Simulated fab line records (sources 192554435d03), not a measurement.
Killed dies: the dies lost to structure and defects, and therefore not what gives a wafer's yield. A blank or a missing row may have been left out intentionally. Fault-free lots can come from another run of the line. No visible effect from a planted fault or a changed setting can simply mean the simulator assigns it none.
fab line records / flow n5-finfet
record: lots: 7 wafers: 21
route steps=1938 shown MIM_BOT@1833 TV_LITHO@1879 PASSIVATION@1921
start-h: hours from the record's opening day to when the first of the lot's shown wafers began / wait-h: hours elapsed since this lot's preceding step / " unchanged from the row above / L1.1+2: a row that stands for several wafers / - either no value or no given start / * or withheld: withheld / < > ~ a bound
route shown NAME@n: a module of which the file shows steps, and the number in the route of the first / usual: average and standard deviation across the fault-free wafers / same: alike in all rows / chamber/n: place in a boat / sites: each site's reading / _std_site: standard deviation across them / _edge_site: outer sites' mean less inner sites' / radius-mm: for every site, how far away it sits from the centre of the wafer / mask NAME#n: copy n / behind: the most recent tool/chamber to have shaped the wafer / hold: why the lot was held/for how many hours/how that ended / device: names the non-switching transistor (n, p or np) / end of line: at the end of the route, the tests of the same wafers / a step without rows: its recipe alone / killed: the dies lost at the first sort to structure and to defects; this is not the yield of the wafer / map: the dies of a wafer, with x for killed, . for not killed, _ for no die there
set.NAME: the run value of the setting; set.NAME@STEP: its run value at that earlier step / model.NAME: the simulator's own value behind a step, which no gauge read
lots where settings were altered on purpose, with a table for each step and a row for each wafer
== steps ==
step: N5_MIM_BOT_SPUTTER_00
recipe: material: TiN target-thk-a: 350 temp-c: 200 power-w: 3000 chamber-pressure-pa: 0.49996 gas: Ar reactive-partial-pa: 0.37997 time-s: 89.7
lot.wafer=L075.1+3 tool=pvd-sputter-02 chamber=- start-h=241.65 wait-h=0.0 set.time-s=89.7 model.TiN_of_MIM_BOT_SPUTTER_00.thk-nm=35
lot.wafer=L075.4 tool=pvd-sputter-02 chamber=- start-h=241.65 wait-h=0.0 set.time-s=89.7 model.TiN_of_MIM_BOT_SPUTTER_00.thk-nm=35.2
lot.wafer=L078.1 tool=pvd-sputter-02 chamber=- start-h=262.85 wait-h=0.0 set.time-s=83.56 model.TiN_of_MIM_BOT_SPUTTER_00.thk-nm=32.8
lot.wafer=L078.2 tool=pvd-sputter-02 chamber=- start-h=262.85 wait-h=0.0 set.time-s=89.7 model.TiN_of_MIM_BOT_SPUTTER_00.thk-nm=35
lot.wafer=L078.6 tool=pvd-sputter-02 chamber=- start-h=262.85 wait-h=0.0 set.time-s=89.7 model.TiN_of_MIM_BOT_SPUTTER_00.thk-nm=35.2
lot.wafer=L085.1 tool=pvd-sputter-03 chamber=- start-h=302.56 wait-h=0.0 set.time-s=89.7 model.TiN_of_MIM_BOT_SPUTTER_00.thk-nm=35.6
lot.wafer=L085.5 tool=pvd-sputter-03 chamber=- start-h=302.56 wait-h=0.0 set.time-s=89.7 model.TiN_of_MIM_BOT_SPUTTER_00.thk-nm=35
lot.wafer=L085.6 tool=pvd-sputter-03 chamber=- start-h=302.56 wait-h=0.0 set.time-s=77.71 model.TiN_of_MIM_BOT_SPUTTER_00.thk-nm=30.6
lot.wafer=L087.3 tool=pvd-sputter-01 chamber=- start-h=396.26 wait-h=0.0 set.time-s=89.7 model.TiN_of_MIM_BOT_SPUTTER_00.thk-nm=34.8
lot.wafer=L087.4 tool=pvd-sputter-01 chamber=- start-h=396.26 wait-h=0.0 set.time-s=99.4 model.TiN_of_MIM_BOT_SPUTTER_00.thk-nm=38.8
lot.wafer=L087.6 tool=pvd-sputter-01 chamber=- start-h=396.26 wait-h=0.0 set.time-s=89.7 model.TiN_of_MIM_BOT_SPUTTER_00.thk-nm=35.4
lot.wafer=L093.3 tool=pvd-sputter-01 chamber=- start-h=415.83 wait-h=0.0 set.time-s=89.7 model.TiN_of_MIM_BOT_SPUTTER_00.thk-nm=34.8
lot.wafer=L093.4 tool=pvd-sputter-01 chamber=- start-h=415.83 wait-h=0.0 set.time-s=98.81 model.TiN_of_MIM_BOT_SPUTTER_00.thk-nm=38.6
lot.wafer=L093.6 tool=pvd-sputter-01 chamber=- start-h=415.83 wait-h=0.0 set.time-s=98.81 model.TiN_of_MIM_BOT_SPUTTER_00.thk-nm=38.4
lot.wafer=L097.3 tool=pvd-sputter-02 chamber=- start-h=444.04 wait-h=0.0 set.time-s=100.5 model.TiN_of_MIM_BOT_SPUTTER_00.thk-nm=39.6
lot.wafer=L097.5 tool=pvd-sputter-02 chamber=- start-h=444.04 wait-h=0.0 set.time-s=100.5 model.TiN_of_MIM_BOT_SPUTTER_00.thk-nm=39.2
lot.wafer=L097.6 tool=pvd-sputter-02 chamber=- start-h=444.04 wait-h=0.0 set.time-s=89.7 model.TiN_of_MIM_BOT_SPUTTER_00.thk-nm=35.2
lot.wafer=L092.1 tool=pvd-sputter-02 chamber=- start-h=448.88 wait-h=0.0 set.time-s=89.7 model.TiN_of_MIM_BOT_SPUTTER_00.thk-nm=34.6
lot.wafer=L092.3+6 tool=pvd-sputter-02 chamber=- start-h=448.88 wait-h=0.0 set.time-s=77.37 model.TiN_of_MIM_BOT_SPUTTER_00.thk-nm=29.8
step: N5_PASSIVATION_EXPOSE_07
recipe: mask-id: TV na: 0.55 source-shape: conventional sigma-outer: 0.8 polarization: unpolarized defocus-nm: 0 target-cd-nm: 3000 dose-mj: 22.75
lot.wafer=L075.1+3+4 tool=krf-scanner-01 chamber=0 start-h=244.83 wait-h=- mask=TV#0 set.dose-mj=22.75
lot.wafer=L078.1 tool=krf-scanner-02 chamber=0 start-h=268.76 wait-h=- mask=TV#0 set.dose-mj=22.75
lot.wafer=L078.2+6 tool=krf-scanner-02 chamber=0 start-h=268.76 wait-h=- mask=TV#0 set.dose-mj=24.22
lot.wafer=L085.1+5+6 tool=krf-scanner-02 chamber=0 start-h=312.98 wait-h=- mask=TV#0 set.dose-mj=22.75
lot.wafer=L087.3+4+6 tool=krf-scanner-02 chamber=0 start-h=402.50 wait-h=- mask=TV#0 set.dose-mj=22.75
lot.wafer=L093.3+4+6 tool=krf-scanner-01 chamber=0 start-h=427.82 wait-h=- mask=TV#0 set.dose-mj=22.75
lot.wafer=L097.3+6 tool=krf-scanner-01 chamber=0 start-h=451.36 wait-h=- mask=TV#0 set.dose-mj=22.75
lot.wafer=L097.5 tool=krf-scanner-01 chamber=0 start-h=451.36 wait-h=- mask=TV#0 set.dose-mj=22.12
lot.wafer=L092.1+3 tool=krf-scanner-01 chamber=0 start-h=458.97 wait-h=- mask=TV#0 set.dose-mj=22.75
lot.wafer=L092.6 tool=krf-scanner-01 chamber=0 start-h=458.97 wait-h=- mask=TV#0 set.dose-mj=23.28
step: N5_PASSIVATION_PEB_08
recipe: peb-temp-c: withheld peb-time-s: *
step: N5_PASSIVATION_DEVELOP_09
recipe: develop-time-s: 60 rinse-liquid: diw dry: air-spin dev-temp-c: 21
step: N5_PASSIVATION_HARDBAKE_11
recipe: temp-c: 130 time-s: 120
step: N5_PASSIVATION_CD_MEAS_10
recipe: target-cd-nm: 3000 landing-energy-ev: 500 detector: se-inlens
usual: cd-nm: 3000.0/2.4
lot.wafer=L075.1 tool=cd-sem-03 chamber=0 start-h=245.00 wait-h=- set.dose-mj@PASSIVATION_EXPOSE_07=22.75 cd-nm=2997.7
lot.wafer=L075.3 tool=cd-sem-03 chamber=0 start-h=245.00 wait-h=- set.dose-mj@PASSIVATION_EXPOSE_07=22.75 cd-nm=2996.9
lot.wafer=L075.4 tool=cd-sem-03 chamber=0 start-h=245.00 wait-h=- set.dose-mj@PASSIVATION_EXPOSE_07=22.75 cd-nm=2996.6
lot.wafer=L078.1 tool=cd-sem-03 chamber=0 start-h=268.93 wait-h=- set.dose-mj@PASSIVATION_EXPOSE_07=22.75 cd-nm=3003.7
lot.wafer=L078.2 tool=cd-sem-03 chamber=0 start-h=268.93 wait-h=- set.dose-mj@PASSIVATION_EXPOSE_07=24.22 cd-nm=3016.2
lot.wafer=L078.6 tool=cd-sem-03 chamber=0 start-h=268.93 wait-h=- set.dose-mj@PASSIVATION_EXPOSE_07=24.22 cd-nm=3018.1
lot.wafer=L085.1 tool=cd-sem-03 chamber=0 start-h=313.16 wait-h=- set.dose-mj@PASSIVATION_EXPOSE_07=22.75 cd-nm=3004.5
lot.wafer=L085.5 tool=cd-sem-03 chamber=0 start-h=313.16 wait-h=- set.dose-mj@PASSIVATION_EXPOSE_07=22.75 cd-nm=3000.4
lot.wafer=L085.6 tool=cd-sem-03 chamber=0 start-h=313.16 wait-h=- set.dose-mj@PASSIVATION_EXPOSE_07=22.75 cd-nm=3002.1
lot.wafer=L087.3 tool=cd-sem-02 chamber=0 start-h=402.67 wait-h=- set.dose-mj@PASSIVATION_EXPOSE_07=22.75 cd-nm=3001.0
lot.wafer=L087.4 tool=cd-sem-02 chamber=0 start-h=402.67 wait-h=- set.dose-mj@PASSIVATION_EXPOSE_07=22.75 cd-nm=2999.2
lot.wafer=L087.6 tool=cd-sem-02 chamber=0 start-h=402.67 wait-h=- set.dose-mj@PASSIVATION_EXPOSE_07=22.75 cd-nm=3000.6
lot.wafer=L093.3 tool=cd-sem-03 chamber=0 start-h=427.99 wait-h=- set.dose-mj@PASSIVATION_EXPOSE_07=22.75 cd-nm=2998.4
lot.wafer=L093.4 tool=cd-sem-03 chamber=0 start-h=427.99 wait-h=- set.dose-mj@PASSIVATION_EXPOSE_07=22.75 cd-nm=2999.0
lot.wafer=L093.6 tool=cd-sem-03 chamber=0 start-h=427.99 wait-h=- set.dose-mj@PASSIVATION_EXPOSE_07=22.75 cd-nm=3000.5
lot.wafer=L097.3 tool=cd-sem-01 chamber=0 start-h=451.52 wait-h=- set.dose-mj@PASSIVATION_EXPOSE_07=22.75 cd-nm=2999.9
lot.wafer=L097.5 tool=cd-sem-01 chamber=0 start-h=451.52 wait-h=- set.dose-mj@PASSIVATION_EXPOSE_07=22.12 cd-nm=2994.0
lot.wafer=L097.6 tool=cd-sem-01 chamber=0 start-h=451.52 wait-h=- set.dose-mj@PASSIVATION_EXPOSE_07=22.75 cd-nm=2999.5
lot.wafer=L092.1 tool=cd-sem-02 chamber=0 start-h=459.15 wait-h=- set.dose-mj@PASSIVATION_EXPOSE_07=22.75 cd-nm=3000.9
lot.wafer=L092.3 tool=cd-sem-02 chamber=0 start-h=459.15 wait-h=- set.dose-mj@PASSIVATION_EXPOSE_07=22.75 cd-nm=3005.3
lot.wafer=L092.6 tool=cd-sem-02 chamber=0 start-h=459.15 wait-h=- set.dose-mj@PASSIVATION_EXPOSE_07=23.28 cd-nm=3008.8
step: N5_PASSIVATION_EXPOSE_41
recipe: mask-id: PASS_OPEN na: 0.55 defocus-nm: 0 source-shape: conventional sigma-outer: 0.8 polarization: unpolarized target-cd-nm: 40000 dose-mj: 57.25
lot.wafer=L075.1+3+4 tool=krf-scanner-01 chamber=0 start-h=248.41 wait-h=- mask=PASS_OPEN#0 set.dose-mj=57.25
lot.wafer=L078.1+2+6 tool=krf-scanner-02 chamber=0 start-h=271.89 wait-h=- mask=PASS_OPEN#0 set.dose-mj=57.25
lot.wafer=L085.1 tool=krf-scanner-02 chamber=0 start-h=316.29 wait-h=- mask=PASS_OPEN#0 set.dose-mj=54.91
lot.wafer=L085.5+6 tool=krf-scanner-02 chamber=0 start-h=316.29 wait-h=- mask=PASS_OPEN#0 set.dose-mj=57.25
lot.wafer=L087.3+4 tool=krf-scanner-02 chamber=0 start-h=406.16 wait-h=- mask=PASS_OPEN#0 set.dose-mj=61.51
lot.wafer=L087.6 tool=krf-scanner-02 chamber=0 start-h=406.16 wait-h=- mask=PASS_OPEN#0 set.dose-mj=57.25
lot.wafer=L093.3+4+6 tool=krf-scanner-01 chamber=0 start-h=431.69 wait-h=- mask=PASS_OPEN#0 set.dose-mj=57.25
lot.wafer=L097.3 tool=krf-scanner-01 chamber=0 start-h=455.01 wait-h=- mask=PASS_OPEN#0 set.dose-mj=57.25
lot.wafer=L097.5+6 tool=krf-scanner-01 chamber=0 start-h=455.01 wait-h=- mask=PASS_OPEN#0 set.dose-mj=60.8
lot.wafer=L092.1+3+6 tool=krf-scanner-01 chamber=0 start-h=464.96 wait-h=- mask=PASS_OPEN#0 set.dose-mj=57.25
step: N5_PASSIVATION_PEB_42
recipe: peb-temp-c: withheld peb-time-s: *
step: N5_PASSIVATION_DEVELOP_43
recipe: develop-time-s: 60 rinse-liquid: diw dry: air-spin dev-temp-c: 21
step: N5_PASSIVATION_HARDBAKE_45
recipe: temp-c: 130 time-s: 120
step: N5_PASSIVATION_CD_MEAS_44
recipe: target-cd-nm: 40000 landing-energy-ev: 500 detector: se-inlens
usual: cd-nm: 40000/3.2
lot.wafer=L075.1 tool=cd-sem-02 chamber=0 start-h=248.59 wait-h=- set.dose-mj@PASSIVATION_EXPOSE_41=57.25 cd-nm=40002
lot.wafer=L075.3 tool=cd-sem-02 chamber=0 start-h=248.59 wait-h=- set.dose-mj@PASSIVATION_EXPOSE_41=57.25 cd-nm=39997
lot.wafer=L075.4 tool=cd-sem-02 chamber=0 start-h=248.59 wait-h=- set.dose-mj@PASSIVATION_EXPOSE_41=57.25 cd-nm=39993
lot.wafer=L078.1 tool=cd-sem-01 chamber=0 start-h=272.07 wait-h=- set.dose-mj@PASSIVATION_EXPOSE_41=57.25 cd-nm=40002
lot.wafer=L078.2 tool=cd-sem-01 chamber=0 start-h=272.07 wait-h=- set.dose-mj@PASSIVATION_EXPOSE_41=57.25 cd-nm=40001
lot.wafer=L078.6 tool=cd-sem-01 chamber=0 start-h=272.07 wait-h=- set.dose-mj@PASSIVATION_EXPOSE_41=57.25 cd-nm=39996
lot.wafer=L085.1 tool=cd-sem-02 chamber=0 start-h=316.47 wait-h=- set.dose-mj@PASSIVATION_EXPOSE_41=54.91 cd-nm=39985
lot.wafer=L085.5 tool=cd-sem-02 chamber=0 start-h=316.47 wait-h=- set.dose-mj@PASSIVATION_EXPOSE_41=57.25 cd-nm=39999
lot.wafer=L085.6 tool=cd-sem-02 chamber=0 start-h=316.47 wait-h=- set.dose-mj@PASSIVATION_EXPOSE_41=57.25 cd-nm=40004
lot.wafer=L087.3 tool=cd-sem-03 chamber=0 start-h=406.33 wait-h=- set.dose-mj@PASSIVATION_EXPOSE_41=61.51 cd-nm=40020
lot.wafer=L087.4 tool=cd-sem-03 chamber=0 start-h=406.33 wait-h=- set.dose-mj@PASSIVATION_EXPOSE_41=61.51 cd-nm=40024
lot.wafer=L087.6 tool=cd-sem-03 chamber=0 start-h=406.33 wait-h=- set.dose-mj@PASSIVATION_EXPOSE_41=57.25 cd-nm=39998
lot.wafer=L093.3 tool=cd-sem-02 chamber=0 start-h=431.86 wait-h=- set.dose-mj@PASSIVATION_EXPOSE_41=57.25 cd-nm=40002
lot.wafer=L093.4 tool=cd-sem-02 chamber=0 start-h=431.86 wait-h=- set.dose-mj@PASSIVATION_EXPOSE_41=57.25 cd-nm=40000
lot.wafer=L093.6 tool=cd-sem-02 chamber=0 start-h=431.86 wait-h=- set.dose-mj@PASSIVATION_EXPOSE_41=57.25 cd-nm=40003
lot.wafer=L097.3 tool=cd-sem-02 chamber=0 start-h=455.18 wait-h=- set.dose-mj@PASSIVATION_EXPOSE_41=57.25 cd-nm=40001
lot.wafer=L097.5 tool=cd-sem-02 chamber=0 start-h=455.18 wait-h=- set.dose-mj@PASSIVATION_EXPOSE_41=60.8 cd-nm=40019
lot.wafer=L097.6 tool=cd-sem-02 chamber=0 start-h=455.18 wait-h=- set.dose-mj@PASSIVATION_EXPOSE_41=60.8 cd-nm=40028
lot.wafer=L092.1 tool=cd-sem-01 chamber=0 start-h=465.14 wait-h=- set.dose-mj@PASSIVATION_EXPOSE_41=57.25 cd-nm=40005
lot.wafer=L092.3 tool=cd-sem-01 chamber=0 start-h=465.14 wait-h=- set.dose-mj@PASSIVATION_EXPOSE_41=57.25 cd-nm=40005
lot.wafer=L092.6 tool=cd-sem-01 chamber=0 start-h=465.14 wait-h=- set.dose-mj@PASSIVATION_EXPOSE_41=57.25 cd-nm=40005
step: N5_PASSIVATION_ETCH_54
recipe: chemistry: CHF3/O2 target: SiO2 target-depth-a: 8800 CHF3_flow_sccm: 50 O2_flow_sccm: 5 Ar_flow_sccm: 200 time-s: 440 mask-material: PR pressure-mtorr: 30 source-w: 650 bias-w: 170 ion-energy-ev: 200
usual: rf-vpp-V: 524/9.6
lot.wafer=L075.1 tool=rie-diel-01 chamber=2 start-h=248.99 wait-h=0.1 set.bias-w=170 rf-vpp-V=512 model.PASSIVATION.feature-depth-nm=860.4 model.etch.depth-nm=860.3
lot.wafer=L075.3 tool=rie-diel-01 chamber=1 start-h=248.99 wait-h=0.1 set.bias-w=170 rf-vpp-V=537 model.PASSIVATION.feature-depth-nm=895.8 model.etch.depth-nm=895.9
lot.wafer=L075.4 tool=rie-diel-01 chamber=3 start-h=248.99 wait-h=0.1 set.bias-w=170 rf-vpp-V=529 model.PASSIVATION.feature-depth-nm=883.8 model.etch.depth-nm=883.7
lot.wafer=L078.1 tool=rie-diel-05 chamber=1 start-h=272.44 wait-h=0.1 set.bias-w=160.7 rf-vpp-V=509 model.PASSIVATION.feature-depth-nm=860 model.etch.depth-nm=860
lot.wafer=L078.2 tool=rie-diel-05 chamber=0 start-h=272.44 wait-h=0.1 set.bias-w=170 rf-vpp-V=515 model.PASSIVATION.feature-depth-nm=893.4 model.etch.depth-nm=893.3
lot.wafer=L078.6 tool=rie-diel-05 chamber=2 start-h=272.44 wait-h=0.1 set.bias-w=160.7 rf-vpp-V=502 model.PASSIVATION.feature-depth-nm=883.4 model.etch.depth-nm=883.4
lot.wafer=L085.1 tool=rie-diel-06 chamber=0 start-h=316.83 wait-h=0.1 set.bias-w=161.4 rf-vpp-V=503 model.PASSIVATION.feature-depth-nm=844.4 model.etch.depth-nm=844.5
lot.wafer=L085.5 tool=rie-diel-06 chamber=0 start-h=316.83 wait-h=0.1 set.bias-w=161.4 rf-vpp-V=502 model.PASSIVATION.feature-depth-nm=840.2 model.etch.depth-nm=840.1
lot.wafer=L085.6 tool=rie-diel-06 chamber=2 start-h=316.83 wait-h=0.1 set.bias-w=170 rf-vpp-V=537 model.PASSIVATION.feature-depth-nm=881.2 model.etch.depth-nm=881.2
lot.wafer=L087.3 tool=rie-diel-06 chamber=0 start-h=406.84 wait-h=0.1 set.bias-w=170 rf-vpp-V=523 model.PASSIVATION.feature-depth-nm=858.6 model.etch.depth-nm=858.5
lot.wafer=L087.4 tool=rie-diel-06 chamber=2 start-h=406.84 wait-h=0.1 set.bias-w=192.9 rf-vpp-V=594 model.PASSIVATION.feature-depth-nm=913.8 model.etch.depth-nm=913.7
lot.wafer=L087.6 tool=rie-diel-06 chamber=0 start-h=406.84 wait-h=0.1 set.bias-w=170 rf-vpp-V=524 model.PASSIVATION.feature-depth-nm=853.6 model.etch.depth-nm=853.6
lot.wafer=L093.3 tool=rie-diel-05 chamber=1 start-h=432.25 wait-h=0.1 set.bias-w=197.1 rf-vpp-V=606 model.PASSIVATION.feature-depth-nm=944.2 model.etch.depth-nm=944.3
lot.wafer=L093.4 tool=rie-diel-05 chamber=3 start-h=432.25 wait-h=0.1 set.bias-w=170 rf-vpp-V=535 model.PASSIVATION.feature-depth-nm=884.4 model.etch.depth-nm=884.3
lot.wafer=L093.6 tool=rie-diel-05 chamber=1 start-h=432.25 wait-h=0.1 set.bias-w=170 rf-vpp-V=538 model.PASSIVATION.feature-depth-nm=893.4 model.etch.depth-nm=893.4
lot.wafer=L097.3 tool=rie-diel-06 chamber=0 start-h=455.53 wait-h=0.1 set.bias-w=139.8 rf-vpp-V=448 model.PASSIVATION.feature-depth-nm=795.6 model.etch.depth-nm=795.6
lot.wafer=L097.5 tool=rie-diel-06 chamber=3 start-h=455.53 wait-h=0.1 set.bias-w=139.8 rf-vpp-V=438 model.PASSIVATION.feature-depth-nm=807.6 model.etch.depth-nm=807.6
lot.wafer=L097.6 tool=rie-diel-06 chamber=2 start-h=455.53 wait-h=0.1 set.bias-w=170 rf-vpp-V=536 model.PASSIVATION.feature-depth-nm=876.4 model.etch.depth-nm=876.5
lot.wafer=L092.1 tool=rie-diel-01 chamber=0 start-h=465.50 wait-h=0.1 set.bias-w=185.4 rf-vpp-V=555 model.PASSIVATION.feature-depth-nm=919.6 model.etch.depth-nm=919.6
lot.wafer=L092.3 tool=rie-diel-01 chamber=3 start-h=465.50 wait-h=0.1 set.bias-w=185.4 rf-vpp-V=566 model.PASSIVATION.feature-depth-nm=904.6 model.etch.depth-nm=904.6
lot.wafer=L092.6 tool=rie-diel-01 chamber=0 start-h=465.50 wait-h=0.1 set.bias-w=185.4 rf-vpp-V=555 model.PASSIVATION.feature-depth-nm=924.8 model.etch.depth-nm=924.8
== key ==
split: step: N5_MIM_BOT_SPUTTER_00 setting: time-s stated: 89.7 by: wafer
response: step: N5_MIM_BOT_SPUTTER_00 reading: model.TiN_of_MIM_BOT_SPUTTER_00.thk-nm change: +0.35 per: 1% r: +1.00
split: step: N5_PASSIVATION_EXPOSE_07 setting: dose-mj stated: 22.75 by: wafer
response: step: N5_PASSIVATION_CD_MEAS_10 reading: cd-nm change: +2.11 per: 1% r: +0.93
split: step: N5_PASSIVATION_EXPOSE_41 setting: dose-mj stated: 57.25 by: wafer
response: step: N5_PASSIVATION_CD_MEAS_44 reading: cd-nm change: +3.52 per: 1% r: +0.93
split: step: N5_PASSIVATION_ETCH_54 setting: bias-w stated: 170 by: wafer
response: step: N5_PASSIVATION_ETCH_54 reading: rf-vpp-V change: +4.88 per: 1% r: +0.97
response: step: N5_PASSIVATION_ETCH_54 reading: model.PASSIVATION.feature-depth-nm change: +4.09 per: 1% r: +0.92
response: step: N5_PASSIVATION_ETCH_54 reading: model.etch.depth-nm change: +4.1 per: 1% r: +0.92
